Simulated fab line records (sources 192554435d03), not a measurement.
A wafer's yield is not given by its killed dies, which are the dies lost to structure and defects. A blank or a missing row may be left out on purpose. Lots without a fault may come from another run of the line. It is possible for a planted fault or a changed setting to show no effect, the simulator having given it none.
Split-lot study :: flow n5-finfet :: 21 wafers read across 7 lots, on a route 1938 steps long

THE SPLIT
At N5_BEOL_M10_COAT_05 (resist thk 90 nm), the setting spin-rpm was moved away from the recipe's 1500 rpm on 5 of the 21 wafers read, by -7.5% to +6.2%. All remaining wafers had this setting at the recipe value.

FROM THE SPLIT TO THE READING: what the file shows between them, 2 steps
- N5_BEOL_M10_EXPOSE_08: exposes mask M10 (also split here: dose-mj)
- N5_BEOL_M10_PEB_09: peb time 60 s

THE READING
CAR-ArF_of_BEOL_M10_COAT_05.thk-nm (the simulator's own value, which no gauge read), in nm, at N5_BEOL_M10_DEVELOP_10 (develop time 30 s). The file gives no usual value for it. Here, 16 wafers ran the recipe; their average is 88.7 nm with a standard deviation of 0.27 nm.

wafer: L075.1
tool, chamber at the split: litho-track-04, 0
spin-rpm as run, rpm: 1500
against the recipe: recipe
CAR-ArF_of_BEOL_M10_COAT_05.thk-nm, nm: 88.6
against lot-mates on the recipe: -

wafer: L075.3
tool, chamber at the split: litho-track-04, 0
spin-rpm as run, rpm: 1500
against the recipe: recipe
CAR-ArF_of_BEOL_M10_COAT_05.thk-nm, nm: 88.6
against lot-mates on the recipe: -

wafer: L075.2
tool, chamber at the split: litho-track-04, 0
spin-rpm as run, rpm: 1500
against the recipe: recipe
CAR-ArF_of_BEOL_M10_COAT_05.thk-nm, nm: 88.8
against lot-mates on the recipe: -

wafer: L074.1
tool, chamber at the split: litho-track-04, 0
spin-rpm as run, rpm: 1500
against the recipe: recipe
CAR-ArF_of_BEOL_M10_COAT_05.thk-nm, nm: 88.4
against lot-mates on the recipe: -

wafer: L074.2
tool, chamber at the split: litho-track-04, 0
spin-rpm as run, rpm: 1500
against the recipe: recipe
CAR-ArF_of_BEOL_M10_COAT_05.thk-nm, nm: 88.2
against lot-mates on the recipe: -

wafer: L074.5
tool, chamber at the split: litho-track-04, 0
spin-rpm as run, rpm: 1500
against the recipe: recipe
CAR-ArF_of_BEOL_M10_COAT_05.thk-nm, nm: 88.8
against lot-mates on the recipe: -

wafer: L077.1
tool, chamber at the split: litho-track-03, 0
spin-rpm as run, rpm: 1500
against the recipe: recipe
CAR-ArF_of_BEOL_M10_COAT_05.thk-nm, nm: 88.6
against lot-mates on the recipe: -

wafer: L077.3
tool, chamber at the split: litho-track-03, 0
spin-rpm as run, rpm: 1500
against the recipe: recipe
CAR-ArF_of_BEOL_M10_COAT_05.thk-nm, nm: 88.8
against lot-mates on the recipe: -

wafer: L077.5
tool, chamber at the split: litho-track-03, 0
spin-rpm as run, rpm: 1500
against the recipe: recipe
CAR-ArF_of_BEOL_M10_COAT_05.thk-nm, nm: 88.4
against lot-mates on the recipe: -

wafer: L080.1
tool, chamber at the split: litho-track-04, 0
spin-rpm as run, rpm: 1387
against the recipe: -7.5%
CAR-ArF_of_BEOL_M10_COAT_05.thk-nm, nm: 92.4
against lot-mates on the recipe: +3.6

wafer: L080.2
tool, chamber at the split: litho-track-04, 0
spin-rpm as run, rpm: 1387
against the recipe: -7.5%
CAR-ArF_of_BEOL_M10_COAT_05.thk-nm, nm: 92.2
against lot-mates on the recipe: +3.4

wafer: L080.6
tool, chamber at the split: litho-track-04, 0
spin-rpm as run, rpm: 1500
against the recipe: recipe
CAR-ArF_of_BEOL_M10_COAT_05.thk-nm, nm: 88.8
against lot-mates on the recipe: -

wafer: L088.1
tool, chamber at the split: litho-track-03, 0
spin-rpm as run, rpm: 1500
against the recipe: recipe
CAR-ArF_of_BEOL_M10_COAT_05.thk-nm, nm: 89
against lot-mates on the recipe: -

wafer: L088.2
tool, chamber at the split: litho-track-03, 0
spin-rpm as run, rpm: 1500
against the recipe: recipe
CAR-ArF_of_BEOL_M10_COAT_05.thk-nm, nm: 89
against lot-mates on the recipe: -

wafer: L088.4
tool, chamber at the split: litho-track-03, 0
spin-rpm as run, rpm: 1500
against the recipe: recipe
CAR-ArF_of_BEOL_M10_COAT_05.thk-nm, nm: 89.2
against lot-mates on the recipe: -

wafer: L092.1
tool, chamber at the split: litho-track-02, 0
spin-rpm as run, rpm: 1500
against the recipe: recipe
CAR-ArF_of_BEOL_M10_COAT_05.thk-nm, nm: 88.4
against lot-mates on the recipe: -

wafer: L092.2
tool, chamber at the split: litho-track-02, 0
spin-rpm as run, rpm: 1562
against the recipe: +4.1%
CAR-ArF_of_BEOL_M10_COAT_05.thk-nm, nm: 86.6
against lot-mates on the recipe: -1.8

wafer: L092.3
tool, chamber at the split: litho-track-02, 0
spin-rpm as run, rpm: 1562
against the recipe: +4.1%
CAR-ArF_of_BEOL_M10_COAT_05.thk-nm, nm: 86.4
against lot-mates on the recipe: -2.0

wafer: L093.1
tool, chamber at the split: litho-track-02, 0
spin-rpm as run, rpm: 1593
against the recipe: +6.2%
CAR-ArF_of_BEOL_M10_COAT_05.thk-nm, nm: 85.4
against lot-mates on the recipe: -3.0

wafer: L093.2
tool, chamber at the split: litho-track-02, 0
spin-rpm as run, rpm: 1500
against the recipe: recipe
CAR-ArF_of_BEOL_M10_COAT_05.thk-nm, nm: 88.4
against lot-mates on the recipe: -

wafer: L093.5
tool, chamber at the split: litho-track-02, 0
spin-rpm as run, rpm: 1500
against the recipe: recipe
CAR-ArF_of_BEOL_M10_COAT_05.thk-nm, nm: 88.4
against lot-mates on the recipe: -

THE FIT
A straight line over all 21 wafers: CAR-ArF_of_BEOL_M10_COAT_05.thk-nm changes by -0.499 nm for each +1% of spin-rpm; r = -0.99; the points scatter about the line by 0.26 nm.
The same after taking each lot's own level away (the mean of its wafers on the recipe; 21 wafers): -0.468 nm for each +1%; r = -1.00; scatter 0.14 nm.
Per that fit: largest spin-rpm move, reading shift of 3.5 nm.
Across the lots, their own levels run from 88.40 to 89.07 nm, a range of 2.5 times the standard deviation given above.
Hence the lot-to-lot level has little effect on the slope; both slopes agree.
Check: with one of the wafers moved furthest among these (-7.5%) left out of the fit, the line predicts +3.48 nm for it against its lot-mates. Against them it came out at +3.6 nm.

FURTHER SPLITS ON THESE WAFERS
Before the reading, these wafers also passed through other splits. Each is held against what the fit with the lots' levels taken away leaves over:
other split on the same wafers: N5_BEOL_M9_ETCH_62 time-s
wafers away from the commonest value: 7
r with CAR-ArF_of_BEOL_M10_COAT_05.thk-nm (lot level and that fit taken away): +0.01

other split on the same wafers: N5_BEOL_M9_COAT_63 spin-rpm
wafers away from the commonest value: 9
r with CAR-ArF_of_BEOL_M10_COAT_05.thk-nm (lot level and that fit taken away): -0.06

other split on the same wafers: N5_BEOL_M10_EXPOSE_08 dose-mj
wafers away from the commonest value: 9
r with CAR-ArF_of_BEOL_M10_COAT_05.thk-nm (lot level and that fit taken away): -0.21

THE WHOLE CHAIN: every reading that the file lists as answering this split, in the file's order
step: N5_BEOL_M10_COAT_05
what it does: resist thk 90 nm
reading: CAR-ArF_of_BEOL_M10_COAT_05.thk-nm (the simulator's own value, which no gauge read)
change (the file's fit): -0.479 nm for each +1% of the setting
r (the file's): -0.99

step: N5_BEOL_M10_DEVELOP_10
what it does: develop time 30 s
reading: CAR-ArF_of_BEOL_M10_COAT_05.thk-nm (the simulator's own value, which no gauge read)
change (the file's fit): -0.47 nm for each +1% of the setting
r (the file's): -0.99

FILE'S OWN FIT
CAR-ArF_of_BEOL_M10_COAT_05.thk-nm changes by -0.47 nm for each +1% of spin-rpm, r = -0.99.
